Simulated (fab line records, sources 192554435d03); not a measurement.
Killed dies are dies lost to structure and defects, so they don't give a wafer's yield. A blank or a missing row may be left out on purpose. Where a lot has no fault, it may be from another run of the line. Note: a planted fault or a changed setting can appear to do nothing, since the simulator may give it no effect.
The tool behind it: which one? | flow n5 finfet | route of 1938 steps, sampled at 1 step: 8 lots, 21 wafers

## WHAT EACH GAUGE READ, for each wafer
N5_BEOL_M12_CD_MEAS_10: the cd target is 140 nm.
lot  | measured     | on        | cd nm (nm)
L657 | day 11 08:00 | cd sem-02 | 137.3 139.9 138.2
L660 | day 11 22:12 | cd sem-02 | 139.5 138.1
L663 | day 12 18:26 | cd sem-02 | 140.0 138.4
L665 | day 13 22:10 | cd sem-02 | 142.7 143.0
L673 | day 15 03:59 | cd sem-03 | 142.7 138.4 144.2
L672 | day 15 07:01 | cd sem-01 | 137.7 138.8 139.1
L675 | day 16 13:44 | cd sem-03 | 136.9 138.8 138.3
L676 | day 16 17:37 | cd sem-03 | 143.2 141.3 141.1

## EACH LOT AND THE TOOL THAT RAN IT (in order: tool; ch and the chambers of the sampled wafers; start)
The record shows no process step preceding these readings.

## THE ANSWER, worked out from the rows above alone
Rule: what is usual is taken from the lots themselves. The widest of any qualifying gaps counts: lots, ordered by their means at a reading, are off when they make up no more than a third of the lots, leave a main group of 4 or more, and stand apart from it by 3 or more times the standard deviation of that group's means. If all means in a main group match to the digits the tables above print for the reading, that group is not used. Also off: a lot with no number at a reading for which 4 or more lots have one. Any other lot the step has rows for is counted as sound.
No lot is off on any of the readings shown, so nothing can be concluded from this.

## WHAT HAD BEEN PUT IN BY THE SIMULATOR
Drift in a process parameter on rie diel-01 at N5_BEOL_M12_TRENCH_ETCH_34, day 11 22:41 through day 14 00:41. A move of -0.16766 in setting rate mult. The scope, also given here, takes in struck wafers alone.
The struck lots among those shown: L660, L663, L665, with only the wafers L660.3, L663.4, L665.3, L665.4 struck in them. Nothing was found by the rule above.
